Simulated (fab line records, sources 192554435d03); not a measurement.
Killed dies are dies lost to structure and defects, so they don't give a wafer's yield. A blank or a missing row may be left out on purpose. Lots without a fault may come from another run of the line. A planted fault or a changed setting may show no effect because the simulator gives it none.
Split-lot experiment | flow n5_finfet | 7 lots, 39 wafers read, on a route of 1938 steps

THE SPLIT
At N5_ZERO_LAYER_DEVELOP_10 (develop time 60 s), the setting develop_time_s was moved away from the recipe's 60 s on 18 of the 39 wafers read, by -60.0% to +42.2%. The other wafers ran this setting at the recipe's value.

FROM THE SPLIT TO THE READING: what the file shows between them, 1 step
- N5_ZERO_LAYER_HARDBAKE_23: time 120 s

THE READING
cd_nm, in nm, at N5_ZERO_LAYER_CD_MEAS_11 (target cd 2000 nm). Fault-free wafers of this fab line usually give 1999.5 nm, standard deviation 1.4 nm.

wafer  | tool, chamber at the split | develop_time_s as run, s | against the recipe | cd_nm, nm | against lot-mates on the recipe
L077.1 | litho_track-03, 0          | 60                       | recipe             | 2001.9    | -
L077.2 | litho_track-03, 0          | 46.13                    | -23.1%             | 1995.4    | -6.6
L077.3 | litho_track-03, 0          | 60                       | recipe             | 2003.4    | -
L077.4 | litho_track-03, 0          | 60                       | recipe             | 2000.7    | -
L077.5 | litho_track-03, 0          | 46.13                    | -23.1%             | 1994.1    | -7.9
L077.6 | litho_track-03, 0          | 46.13                    | -23.1%             | 1995.3    | -6.7
L082.1 | litho_track-05, 0          | 24.01                    | -60.0%             | 1981.2    | -18.9
L082.2 | litho_track-05, 0          | 60                       | recipe             | 1999.6    | -
L082.3 | litho_track-05, 0          | 60                       | recipe             | 1999.6    | -
L082.4 | litho_track-05, 0          | 24.01                    | -60.0%             | 1979.1    | -21.0
L082.5 | litho_track-05, 0          | 24.01                    | -60.0%             | 1979.6    | -20.5
L082.6 | litho_track-05, 0          | 60                       | recipe             | 2001.1    | -
L083.1 | litho_track-02, 0          | 85.33                    | +42.2%             | 2004.9    | +6.7
L083.2 | litho_track-02, 0          | 60                       | recipe             | 1997.9    | -
L083.3 | litho_track-02, 0          | 60                       | recipe             | 1999.3    | -
L083.4 | litho_track-02, 0          | 85.33                    | +42.2%             | 2007.2    | +9.0
L083.5 | litho_track-02, 0          | 60                       | recipe             | 1997.3    | -
L083.6 | litho_track-02, 0          | 85.33                    | +42.2%             | 2006.4    | +8.2
L087.1 | litho_track-05, 0          | 60                       | recipe             | 1999.9    | -
L087.2 | litho_track-05, 0          | 34.18                    | -43.0%             | 1987.3    | -12.9
L087.3 | litho_track-05, 0          | 34.18                    | -43.0%             | 1988.0    | -12.2
L087.4 | litho_track-05, 0          | 60                       | recipe             | 2000.5    | -
L087.5 | litho_track-05, 0          | 34.18                    | -43.0%             | 1988.6    | -11.6
L087.6 | litho_track-05, 0          | 60                       | recipe             | 2000.2    | -
L088.1 | litho_track-03, 0          | 60                       | recipe             | 2001.9    | -
L088.2 | litho_track-03, 0          | 60                       | recipe             | 2001.6    | -
L088.3 | litho_track-03, 0          | 60                       | recipe             | 1999.7    | -
L088.4 | litho_track-03, 0          | 72.63                    | +21.0%             | 2006.2    | +5.1
L088.5 | litho_track-03, 0          | 72.63                    | +21.0%             | 2006.3    | +5.2
L088.6 | litho_track-03, 0          | 72.63                    | +21.0%             | 2005.0    | +3.9
L094.1 | litho_track-03, 0          | 60                       | recipe             | 1999.2    | -
L094.4 | litho_track-03, 0          | 60                       | recipe             | 1999.4    | -
L094.5 | litho_track-03, 0          | 60                       | recipe             | 2000.9    | -
L096.1 | litho_track-03, 0          | 30.71                    | -48.8%             | 1983.4    | -16.1
L096.2 | litho_track-03, 0          | 30.71                    | -48.8%             | 1984.1    | -15.4
L096.3 | litho_track-03, 0          | 60                       | recipe             | 1999.4    | -
L096.4 | litho_track-03, 0          | 60                       | recipe             | 1998.5    | -
L096.5 | litho_track-03, 0          | 30.71                    | -48.8%             | 1982.5    | -17.0
L096.6 | litho_track-03, 0          | 60                       | recipe             | 2000.5    | -

THE FIT
A straight line over all 39 wafers: cd_nm changes by +0.278 nm for each +1% of develop_time_s; r = +0.96; the points scatter about the line by 2.3 nm.
The same after taking each lot's own level away (the mean of its wafers on the recipe; 39 wafers): +0.286 nm for each +1%; r = +0.98; scatter 1.6 nm.
On that fit, the largest move of develop_time_s shifts the reading by 17 nm.
The lots' own levels span 1998.17 to 2002.00 nm, that is 2.7 times the standard deviation above.
So the lot-to-lot level changes the slope little: the two slopes agree.
Check: with one of the wafers moved furthest among these (-60.0%) left out of the fit, the line predicts -17.9 nm for it against its lot-mates. It came out at -18.9 nm against them.

THE WHOLE CHAIN: every reading that the file lists as answering this split, in the file's order
step                     | what it does                                        | reading                                                           | change (the file's fit)               | r (the file's)
N5_ZERO_LAYER_CD_MEAS_11 | target cd 2000 nm                                   | cd_nm                                                             | +0.295 nm for each +1% of the setting | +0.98
N5_ZERO_LAYER_DESCUM_16  | chemistry O2, time 7.9 s                            | ZERO_LAYER.cd_nm (the simulator's own value, which no gauge read) | +0.293 nm for each +1% of the setting | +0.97
N5_ZERO_LAYER_ETCH_17    | etches SiO2 in CF4, target depth 12 nm, time 13.3 s | ZERO_LAYER.cd_nm (the simulator's own value, which no gauge read) | +0.296 nm for each +1% of the setting | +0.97

THE FILE'S OWN FIT
cd_nm changes by +0.295 nm for each +1% of develop_time_s, r = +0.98.
